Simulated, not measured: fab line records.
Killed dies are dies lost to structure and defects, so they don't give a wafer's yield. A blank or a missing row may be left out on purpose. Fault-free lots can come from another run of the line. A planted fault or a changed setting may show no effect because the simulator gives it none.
fab line records -- flow n5Finfet
record lots=4, wafers=12, lastDay=15
route steps=1938 shown MOL_CONTACT_COAG@587 BEOL_M4@1111 PASSIVATION@1936
lots untouched by any fault: they come from a run of this same line in which no faults occurred
startH: start of the lot's first displayed wafer, in hours after the record's first day -- waitH: hours elapsed since this lot's preceding step -- " identical to the entry in the row above -- L1.1+2: a single row standing in for several wafers -- - no value, or no start was given -- * or withheld: withheld -- < > ~ a bound
route shown NAME@n: names a module that has steps shown in the file, with the first one's number in the route -- usual: average and standard deviation across the fault-free wafers -- same: alike in all rows -- chamber/n: place in a boat -- sites: per-site readings -- _std_site: the values' standard deviation -- _edge_site: outer sites' mean less inner sites' -- radiusMm: how far each site lies from the wafer's centre -- mask NAME#n: copy n -- behind: the tool/chamber that last shaped the wafer -- hold: why the lot was held/for how many hours/how that ended -- device: which transistor (n, p or np) failed to switch -- end of line: the route-end tests of the same wafers -- a step given without rows: its recipe and nothing more -- killed: count of dies lost to structure and defects at first sort (not the wafer's yield) -- map: the dies of a wafer, with x for killed, . for not killed, _ for no die there
set.NAME: the run value of the setting; set.NAME@STEP: its run value at that earlier step -- model.NAME: the simulator's own value behind a step, which no gauge read
lots seen at some steps along the route; tables by step, rows by wafer
services: from which hour (startH, from the record's first day; less than 0 if before it) a tool's chamber was out of use, for how many hours, and why
## steps
# step N5_MOL_CONTACT_COAG_STRIP_96
# recipe chemistry=N2/H2, powerW=500, tempC=40, pressureMtorr=50, rfFrequencyHz=6e+07, overashFraction=0.3, biasPowerW=28, h2Frac=0.5, n2FlowSccm=300, h2FlowSccm=300
# step N5_MOL_CONTACT_COAG_ETCH_47
# recipe chemistry=CH3F/O2, target=SiNx, targetDepthA=270, maskMaterial=SiO2, stopOn=W, overEtchFrac=0.2, ionEnergyEv=120, endpoint=OES-CN, pressureMtorr=30, sourceW=395, biasW=73, Ar_flow_sccm=150, CH3F_flow_sccm=30, O2_flow_sccm=20, ends=endPoint
# step N5_MOL_CONTACT_COAG_STRIP_119
# recipe chemistry=N2/H2, timeS=30, powerW=1000, tempC=250, pressureMtorr=withheld, n2FlowSccm=1750, h2FlowSccm=3250
# step N5_MOL_CONTACT_COAG_PRECLEAN_144
# recipe chemistry=alkalineClean, tempC=60, timeS=60, doPpb=50
# step N5_MOL_CONTACT_COAG_SRD_145
# recipe dry=ipaMarangoni, timeS=30, tempC=23, rinseLiquid=diw
# step N5_MOL_CONTACT_COAG_COAT_62
# recipe resist=SOC, tempC=250, timeS=60, spinRpm=1500, resistThkNm=60
# step N5_MOL_CONTACT_COAG_COAT_63
# recipe resist=SiARC, tempC=220, timeS=60, spinRpm=1500, resistThkNm=10
# step N5_MOL_CONTACT_COAG_COAT_64
# recipe resist=underlayer, tempC=205, timeS=60, spinRpm=1500, resistThkNm=10
# step N5_MOL_CONTACT_COAG_COAT_34
# recipe resist=CAR-EUV, spinRpm=1500, resistThkNm=40
# step N5_MOL_CONTACT_COAG_EBR_36
# recipe solvent=PGMEA, ebrWidthMm=1.5
# step N5_MOL_CONTACT_COAG_SOFTBAKE_35
# recipe tempC=110, timeS=60, resist=CAR-EUV
# step N5_MOL_CONTACT_COAG_EXPOSE_37
# recipe maskId=VD, na=0.33, sourceShape=annular, sigmaInner=0.3, sigmaOuter=0.7, polarization=unpolarized, defocusNm=0, doseMj=62
# usual exposureDoseMJCm2=61.96/0.089, focusOffsetNm=0.0/0.56
lot.wafer,tool,chamber,startH,waitH,mask,exposureDoseMJCm2,focusOffsetNm,model.MOL_CONTACT_COAG.overlayXNm
L491.3,euvScanner-01,0,111.96,-,VD#0,61.99,-0.8,0.2
L491.5,euvScanner-01,0,111.96,-,VD#0,61.93,-1.3,0.2
L491.6,euvScanner-01,0,111.96,-,VD#0,62.01,-0.4,0.2
L498.2,euvScanner-01,0,146.02,-,VD#0,61.95,0.0,9
L498.3,euvScanner-01,0,146.02,-,VD#0,61.99,0.9,9
L498.5,euvScanner-01,0,146.02,-,VD#0,61.86,0.2,9
L502.1,euvScanner-01,0,174.03,-,VD#0,61.82,0.2,9
L502.2,euvScanner-01,0,174.03,-,VD#0,61.95,0.1,9
L502.5,euvScanner-01,0,174.03,-,VD#0,61.95,0.4,9
L505.2,euvScanner-02,0,192.07,-,VD#0,62.08,-0.5,0.2
L505.5,euvScanner-02,0,192.07,-,VD#0,62.09,0.6,0.2
L505.6,euvScanner-02,0,192.07,-,VD#0,62.05,0.0,0.2
# step N5_MOL_CONTACT_COAG_PEB_38
# recipe pebTempC=100, pebTimeS=60, resist=CAR-EUV
# step N5_MOL_CONTACT_COAG_DEVELOP_39
# recipe developTimeS=30, developer=TMAH, resist=CAR-EUV, rinseLiquid=surfactantRinse, dry=airSpin, devTempC=23
# step N5_MOL_CONTACT_COAG_OVL_MEAS_41
# recipe pointsPerWafer=522
# usual VD_OVL=-0.2/0.66
# same pointsPerWafer=522
lot.wafer,tool,chamber,startH,waitH,VD_OVL[nm]
L491.3,overlay-02,0,112.13,0.0,0.5
L491.5,overlay-02,0,112.13,0.0,-0.1
L491.6,overlay-02,0,112.13,0.0,-0.1
L498.2,overlay-01,0,146.19,0.0,9.7
L498.3,overlay-01,0,146.19,0.0,9.0
L498.5,overlay-01,0,146.19,0.0,9.2
L502.1,overlay-01,0,174.21,0.0,9.1
L502.2,overlay-01,0,174.21,0.0,9.2
L502.5,overlay-01,0,174.21,0.0,9.5
L505.2,overlay-01,0,192.24,0.0,-0.2
L505.5,overlay-01,0,192.24,0.0,-0.1
L505.6,overlay-01,0,192.24,0.0,-0.8
# step N5_MOL_CONTACT_COAG_DESCUM_45
# recipe chemistry=O2, timeS=7, sourcePowerW=50, biasPowerW=20, pressureMtorr=20, rfFrequencyHz=2.712e+07, tempC=40, resist=CAR-EUV, o2FlowSccm=225
# step N5_MOL_CONTACT_COAG_ETCH_65
# recipe chemistry=N2/H2, target=underlayer, targetDepthA=130, maskMaterial=CAR-EUV, timeS=10.4, ionEnergyEv=200, pressureMtorr=30, sourceW=840, biasW=150, n2FlowSccm=200, h2FlowSccm=200, ends=cleared
# step N5_MOL_CONTACT_COAG_ETCH_66
# recipe chemistry=CF4, target=SiARC, targetDepthA=130, maskMaterial=CAR-EUV, timeS=21.7, ionEnergyEv=80, pressureMtorr=40, sourceW=545, biasW=36, Ar_flow_sccm=100, cf4FlowSccm=100, ends=cleared
# step N5_MOL_CONTACT_COAG_ALD_133
# recipe material=SiO2, targetThkA=50, tempC=100, aldPrecursorFamily=BDEAS, aldCoReactant=O2-plasma, pulseTimeS=1, coReactantPulseTimeS=1, purgeTimeS=2, coReactantPurgeTimeS=2, aldCycles=35, pressureTorr=2
# step N5_MOL_CONTACT_COAG_ETCHBACK_134
# recipe chemistry=CHF3, target=SiO2, targetDepthA=100, timeS=6.7, ionEnergyEv=200, pressureMtorr=30, sourceW=610, biasW=170, Ar_flow_sccm=200, CHF3_flow_sccm=50
# step N5_MOL_CONTACT_COAG_ETCH_67
# recipe chemistry=N2/H2, target=SOC, targetDepthA=600, overetchA=210, maskMaterial=SiARC, tempC=40, timeS=101.2, ionEnergyEv=200, pressureMtorr=30, sourceW=840, biasW=150, n2FlowSccm=200, h2FlowSccm=200
# step N5_MOL_CONTACT_COAG_STRIP_68
# recipe chemistry=N2/H2, tempC=40, n2FlowSccm=200, h2FlowSccm=200, rfFrequencyHz=6e+07
# step N5_MOL_CONTACT_COAG_STRIP_69
# recipe chemistry=N2/H2, tempC=40, n2FlowSccm=200, h2FlowSccm=200, rfFrequencyHz=6e+07
# step N5_MOL_CONTACT_COAG_ETCHBACK_136
# recipe chemistry=CHF3, target=SiO2, targetDepthA=250, timeS=16.7, ionEnergyEv=200, pressureMtorr=30, sourceW=610, biasW=170, Ar_flow_sccm=200, CHF3_flow_sccm=50
# step N5_MOL_CONTACT_COAG_STRIP_120
# recipe chemistry=CHF3, resist=SiARC, rfFrequencyHz=6e+07
# step N5_MOL_CONTACT_COAG_VIA_ETCH_117
# recipe chemistry=C4F6/O2, targetDepthA=400, overetchA=80, maskMaterial=SOC, target=SiO2, biasW=455, pressureMtorr=10, timeS=26, sourceW=325, Ar_flow_sccm=300, C4F6_flow_sccm=10, O2_flow_sccm=10, ionEnergyEv=575.3, ends=endPoint
# step N5_MOL_CONTACT_COAG_ETCH_124
# recipe chemistry=CH3F/O2, target=SiNx, targetDepthA=65, maskMaterial=SOC, stopOn=SiOC, overEtchFrac=0.3, ionEnergyEv=120, pressureMtorr=30, sourceW=395, biasW=73, Ar_flow_sccm=150, CH3F_flow_sccm=30, O2_flow_sccm=20, ends=endPoint
# step N5_MOL_CONTACT_COAG_ETCH_48
# recipe chemistry=C4F6/O2, targetDepthA=150, overetchA=45, maskMaterial=SOC, target=SiOC, biasW=465, pressureMtorr=10, timeS=17, sourceW=335, Ar_flow_sccm=300, C4F6_flow_sccm=10, O2_flow_sccm=10, ionEnergyEv=576
# step N5_MOL_CONTACT_COAG_STRIP_72
# recipe chemistry=N2/H2, powerW=450, tempC=40, pressureMtorr=20, rfFrequencyHz=6e+07, overashFraction=3, biasPowerW=7, h2Frac=0.5, n2FlowSccm=200, h2FlowSccm=200
# step N5_MOL_CONTACT_COAG_STRIP_49
# recipe chemistry=N2/H2, timeS=30, powerW=1000, tempC=250, pressureMtorr=withheld, n2FlowSccm=1750, h2FlowSccm=3250
# step N5_MOL_CONTACT_COAG_PRECLEAN_138
# recipe chemistry=alkalineClean, tempC=60, timeS=60, doPpb=50
# step N5_MOL_CONTACT_COAG_SRD_139
# recipe dry=ipaMarangoni, timeS=30, tempC=23, rinseLiquid=diw
# step N5_MOL_CONTACT_COAG_PRE_CLEAN_121
# recipe gas=H2/He, timeS=*, tempC=withheld
# step N5_MOL_CONTACT_COAG_CVD_140
# recipe material=W, targetThkA=665, mode=selectiveFill, tempC=300, timeS=215
# step N5_MOL_CONTACT_COAG_PRECLEAN_127
# recipe chemistry=DIW, timeS=57.5, tempC=23
# step N5_MOL_CONTACT_COAG_SRD_128
# recipe dryTimeS=32, dry=n2Spin, spinRpm=1500
# step N5_MOL_CONTACT_COAG_CMP_52
# recipe stopOn=SiO2, tOverpolishS=1.5, postCmpClean=wDiluteNh4oh, downForcePsi=4, platenRpm=50.289, padVelocityMS=1.0006, targetThkNm=66.5
# step N5_BEOL_M4_RC_MEAS_101
# usual DIBL_N=36.8/1.5, DIBL_P=37.1/2.1, IOFF_N=0.168/0.03, IOFF_P=0.22/0.034, ION_N=679/12, ION_P=466/8, SS_N=71.7/0.58, SS_P=73.5/0.67, VT_N=248.8/2.7, VT_P=-250/3.3
lot.wafer,tool,chamber,startH,waitH,DIBL_N[mV/V],DIBL_P[mV/V],IOFF_N[nA/um],IOFF_P[nA/um],ION_N[uA/um],ION_P[uA/um],SS_N[mV/dec],SS_P[mV/dec],VT_N[mV],VT_P[mV]
L491.3,prober-01,0,170.95,0.3,37.1,38.3,0.189,0.25,681,461,71.5,73.4,245.9,-247
L491.5,prober-01,0,170.95,0.3,37.0,37.9,0.182,0.25,684,467,71.4,74.3,248.8,-247
L491.6,prober-01,0,170.95,0.3,38.0,39.9,0.210,0.28,692,471,71.4,74.6,246.4,-245
L498.2,prober-02,0,212.14,0.2,34.8,35.9,0.152,0.19,688,467,71.1,73.3,249.8,-251
L498.3,prober-02,0,212.14,0.2,38.1,39.1,0.217,0.24,690,470,72.6,73.7,248.9,-250
L498.5,prober-02,0,212.14,0.2,34.6,36.0,0.149,0.19,682,468,71.4,73.6,248.1,-252
L502.1,prober-02,0,240.32,0.0,40.2,41.8,0.242,0.28,691,470,72.5,74.8,245.4,-246
L502.2,prober-02,0,240.32,0.0,34.4,35.9,0.125,0.19,652,459,71.3,73.3,252.5,-249
L502.5,prober-02,0,240.32,0.0,37.3,39.9,0.182,0.24,673,461,72.7,74.3,248.5,-248
L505.2,prober-02,0,248.67,0.2,37.2,38.2,0.199,0.22,688,458,72.1,73.5,244.9,-253
L505.5,prober-02,0,248.67,0.2,35.6,37.3,0.161,0.20,670,466,72.2,72.8,248.6,-251
L505.6,prober-02,0,248.67,0.2,38.1,39.1,0.201,0.22,689,468,73.6,73.5,247.7,-250
# step N5_PASSIVATION_PROBE_49
# usual defectLimitedYield=91.0/1.5, killed_at_M0_to_M3=34/11, killed_at_M4_up=14/5.3, killedAtContacts=13/7, killedAtFrontEnd=41/13, killedAtOther=4/3.1, killedDies=106/17, killedOnRim=14/3.9, killedOpen=70/12, killedShort=35/8, sort_bin_5_function=5.2/0.98, sort_bin_6_memory=3.4/0.69, sortNPass=1074/17, sortYieldPct=91.0/1.5
# same grossDies=1180, killedAtBackSide=0, sort_bin_4_leakage[%]=0, sort_bin_8_speed[%]=0
lot.wafer,tool,chamber,startH,waitH,defectLimitedYield[%],killed_at_M0_to_M3,killed_at_M4_up,killedAtContacts,killedAtFrontEnd,killedAtOther,killedDies,killedOnRim,killedOpen,killedShort,sort_bin_5_function[%],sort_bin_6_memory[%],sortNPass,sortYieldPct[%]
L498.2,prober-02,-,307.95,0.1,0,32,15,1107,24,2,1180,152,69,20,52.8,2.4,0,0
L498.3,prober-02,-,308.00,0.1,0.2,31,12,1105,29,1,1178,152,63,28,50.8,3.3,2,0.2
L498.5,prober-02,-,308.10,0.2,0.6,24,13,1105,30,1,1173,152,67,29,52.1,2.6,7,0.6
L502.1,prober-02,-,356.50,0.0,0.1,28,19,1070,61,1,1179,152,82,36,53.4,4.1,1,0.1
L502.2,prober-02,-,356.55,0.1,0,25,16,1093,42,4,1180,152,66,29,53.6,2.9,0,0
L502.5,prober-02,-,356.70,0.2,0,36,13,1101,29,1,1180,152,65,30,49.2,2.6,0,0
# killed by level:class
L498.2 MOL_CONTACT_COAG:overlay=1090 MOL_CONTACT_COAG:geometricParticle:open=13 BEOL_M1:geometricParticle:open=13 BEOL_M4:geometricParticle:open=9 FIN_SAQP:geometricParticle:open=5 BEOL_M3:geometricParticle:open=5 STI_FIN_REVEAL:geometricParticle:open=4 ILD0:geometricParticle:open=4
L498.3 MOL_CONTACT_COAG:overlay=1082 MOL_CONTACT_COAG:geometricParticle:open=23 BEOL_M0_SAQP:geometricParticle:open=8 GATE_CUT:geometricParticle:short=7 BEOL_M0_SAQP:geometricParticle:short=6 BEOL_M2:geometricParticle:open=5 BEOL_M0:geometricParticle:open=4 BEOL_M3:geometricParticle:open=4
L498.5 MOL_CONTACT_COAG:overlay=1074 MOL_CONTACT_COAG:geometricParticle:open=23 STI_FIN_REVEAL:geometricParticle:open=14 MOL_CONTACT_COAG:geometricParticle:short=8 BEOL_M0:geometricParticle:open=5 BEOL_M1:geometricParticle:open=5 STARTING-WAFER:geometricParticle:short=4 BEOL_M0_SAQP:geometricParticle:short=4
L502.1 MOL_CONTACT_COAG:overlay=1061 STI_FIN_REVEAL:geometricParticle:open=27 BEOL_M0_SAQP:geometricParticle:short=9 DUMMY_GATE:geometricParticle:open=7 MOL_CONTACT_COAG:geometricParticle:open=7 FIN_SAQP:geometricParticle:short=6 BEOL_M4:geometricParticle:open=6 BEOL_M0_SAQP:geometricParticle:open=6
L502.2 MOL_CONTACT_COAG:overlay=1083 STI_FIN_REVEAL:geometricParticle:open=13 MOL_CONTACT_COAG:geometricParticle:open=7 BEOL_M0_SAQP:geometricParticle:short=7 BEOL_M4:geometricParticle:open=6 DUMMY_GATE:geometricParticle:open=5 DUMMY_GATE:geometricParticle:short=5 BEOL_M3:geometricParticle:open=5
L502.5 MOL_CONTACT_COAG:overlay=1085 MOL_CONTACT_COAG:geometricParticle:open=14 BEOL_M0_SAQP:geometricParticle:short=9 BEOL_M0_SAQP:geometricParticle:open=9 GATE_CUT:geometricParticle:short=8 BEOL_M2:geometricParticle:open=6 BEOL_M4:geometricParticle:open=6 BEOL_M3:geometricParticle:open=5
# map L498.2 (x killed, . not)
_________________xxxxxxxxxxxx________________
______________xxxxxxxxxxxxxxxxxx_____________
___________xxxxxxxxxxxxxxxxxxxxxxxx__________
__________xxxxxxxxxxxxxxxxxxxxxxxxxx_________
________xxxxxxxxxxxxxxxxxxxxxxxxxxxxxx_______
_______xxxxxxxxxxxxxxxxxxxxxxxxxxxxxxxx______
______xxxxxxxxxxxxxxxxxxxxxxxxxxxxxxxxxx_____
_____xxxxxxxxxxxxxxxxxxxxxxxxxxxxxxxxxxxx____
____xxxxxxxxxxxxxxxxxxxxxxxxxxxxxxxxxxxxxx___
___xxxxxxxxxxxxxxxxxxxxxxxxxxxxxxxxxxxxxxxx__
___xxxxxxxxxxxxxxxxxxxxxxxxxxxxxxxxxxxxxxxx__
__xxxxxxxxxxxxxxxxxxxxxxxxxxxxxxxxxxxxxxxxxx_
__xxxxxxxxxxxxxxxxxxxxxxxxxxxxxxxxxxxxxxxxxx_
_xxxxxxxxxxxxxxxxxxxxxxxxxxxxxxxxxxxxxxxxxxxx
_xxxxxxxxxxxxxxxxxxxxxxxxxxxxxxxxxxxxxxxxxxxx
_xxxxxxxxxxxxxxxxxxxxxxxxxxxxxxxxxxxxxxxxxxxx
_xxxxxxxxxxxxxxxxxxxxxxxxxxxxxxxxxxxxxxxxxxxx
_xxxxxxxxxxxxxxxxxxxxxxxxxxxxxxxxxxxxxxxxxxxx
_xxxxxxxxxxxxxxxxxxxxxxxxxxxxxxxxxxxxxxxxxxxx
_xxxxxxxxxxxxxxxxxxxxxxxxxxxxxxxxxxxxxxxxxxxx
_xxxxxxxxxxxxxxxxxxxxxxxxxxxxxxxxxxxxxxxxxxxx
__xxxxxxxxxxxxxxxxxxxxxxxxxxxxxxxxxxxxxxxxxx_
__xxxxxxxxxxxxxxxxxxxxxxxxxxxxxxxxxxxxxxxxxx_
___xxxxxxxxxxxxxxxxxxxxxxxxxxxxxxxxxxxxxxxx__
___xxxxxxxxxxxxxxxxxxxxxxxxxxxxxxxxxxxxxxxx__
____xxxxxxxxxxxxxxxxxxxxxxxxxxxxxxxxxxxxxx___
_____xxxxxxxxxxxxxxxxxxxxxxxxxxxxxxxxxxxx____
______xxxxxxxxxxxxxxxxxxxxxxxxxxxxxxxxxx_____
_______xxxxxxxxxxxxxxxxxxxxxxxxxxxxxxxx______
________xxxxxxxxxxxxxxxxxxxxxxxxxxxxxx_______
__________xxxxxxxxxxxxxxxxxxxxxxxxxx_________
___________xxxxxxxxxxxxxxxxxxxxxxxx__________
______________xxxxxxxxxxxxxxxxxx_____________
_________________xxxxxxxxxxxx________________
# map L502.2 (x killed, . not)
_________________xxxxxxxxxxxx________________
______________xxxxxxxxxxxxxxxxxx_____________
___________xxxxxxxxxxxxxxxxxxxxxxxx__________
__________xxxxxxxxxxxxxxxxxxxxxxxxxx_________
________xxxxxxxxxxxxxxxxxxxxxxxxxxxxxx_______
_______xxxxxxxxxxxxxxxxxxxxxxxxxxxxxxxx______
______xxxxxxxxxxxxxxxxxxxxxxxxxxxxxxxxxx_____
_____xxxxxxxxxxxxxxxxxxxxxxxxxxxxxxxxxxxx____
____xxxxxxxxxxxxxxxxxxxxxxxxxxxxxxxxxxxxxx___
___xxxxxxxxxxxxxxxxxxxxxxxxxxxxxxxxxxxxxxxx__
___xxxxxxxxxxxxxxxxxxxxxxxxxxxxxxxxxxxxxxxx__
__xxxxxxxxxxxxxxxxxxxxxxxxxxxxxxxxxxxxxxxxxx_
__xxxxxxxxxxxxxxxxxxxxxxxxxxxxxxxxxxxxxxxxxx_
_xxxxxxxxxxxxxxxxxxxxxxxxxxxxxxxxxxxxxxxxxxxx
_xxxxxxxxxxxxxxxxxxxxxxxxxxxxxxxxxxxxxxxxxxxx
_xxxxxxxxxxxxxxxxxxxxxxxxxxxxxxxxxxxxxxxxxxxx
_xxxxxxxxxxxxxxxxxxxxxxxxxxxxxxxxxxxxxxxxxxxx
_xxxxxxxxxxxxxxxxxxxxxxxxxxxxxxxxxxxxxxxxxxxx
_xxxxxxxxxxxxxxxxxxxxxxxxxxxxxxxxxxxxxxxxxxxx
_xxxxxxxxxxxxxxxxxxxxxxxxxxxxxxxxxxxxxxxxxxxx
_xxxxxxxxxxxxxxxxxxxxxxxxxxxxxxxxxxxxxxxxxxxx
__xxxxxxxxxxxxxxxxxxxxxxxxxxxxxxxxxxxxxxxxxx_
__xxxxxxxxxxxxxxxxxxxxxxxxxxxxxxxxxxxxxxxxxx_
___xxxxxxxxxxxxxxxxxxxxxxxxxxxxxxxxxxxxxxxx__
___xxxxxxxxxxxxxxxxxxxxxxxxxxxxxxxxxxxxxxxx__
____xxxxxxxxxxxxxxxxxxxxxxxxxxxxxxxxxxxxxx___
_____xxxxxxxxxxxxxxxxxxxxxxxxxxxxxxxxxxxx____
______xxxxxxxxxxxxxxxxxxxxxxxxxxxxxxxxxx_____
_______xxxxxxxxxxxxxxxxxxxxxxxxxxxxxxxx______
________xxxxxxxxxxxxxxxxxxxxxxxxxxxxxx_______
__________xxxxxxxxxxxxxxxxxxxxxxxxxx_________
___________xxxxxxxxxxxxxxxxxxxxxxxx__________
______________xxxxxxxxxxxxxxxxxx_____________
_________________xxxxxxxxxxxx________________
## services
tool,chamber,startH,hours,kind
euvScanner-01,-,88.80,0.4,repair
euvScanner-02,-,95.83,4.6,pm
euvScanner-02,-,102.89,1.0,pm
euvScanner-01,-,112.28,4.6,pm
euvScanner-02,0,119.10,-,calibration
euvScanner-01,-,123.45,1.0,pm
euvScanner-01,0,141.71,-,calibration
euvScanner-02,-,159.04,1.0,pm
euvScanner-01,-,179.60,1.0,pm
euvScanner-02,-,185.52,5.8,pm
## key
firstSign step=N5_MOL_CONTACT_COAG_OVL_MEAS_41, reading=VD_OVL, direction=up, sigmas=14, usual=-0.2, struck=9.3
effect step=N5_PASSIVATION_PROBE_49, reading=killedAtContacts, direction=up, sigmas=99+, usual=13, struck=1097
modelEffect step=N5_MOL_CONTACT_COAG_EXPOSE_37, value=MOL_CONTACT_COAG.overlayXNm, without=-0.2, struck=9
moreKillsBornAt N5_MOL_CONTACT_COAG_EXPOSE_37@euvScanner-01=6475
metAt N5_MOL_CONTACT_COAG_EXPOSE_37
struckWafers L498.2,L498.3,L498.5,L502.1,L502.2,L502.5
onsetBetween 111.96 146.02
fault kind=scannerMatchingOverlay, tool=euvScanner-01, chamber=-, onsetH=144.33, steps=N5_MOL_CONTACT_COAG_EXPOSE_37, offset=9.2325
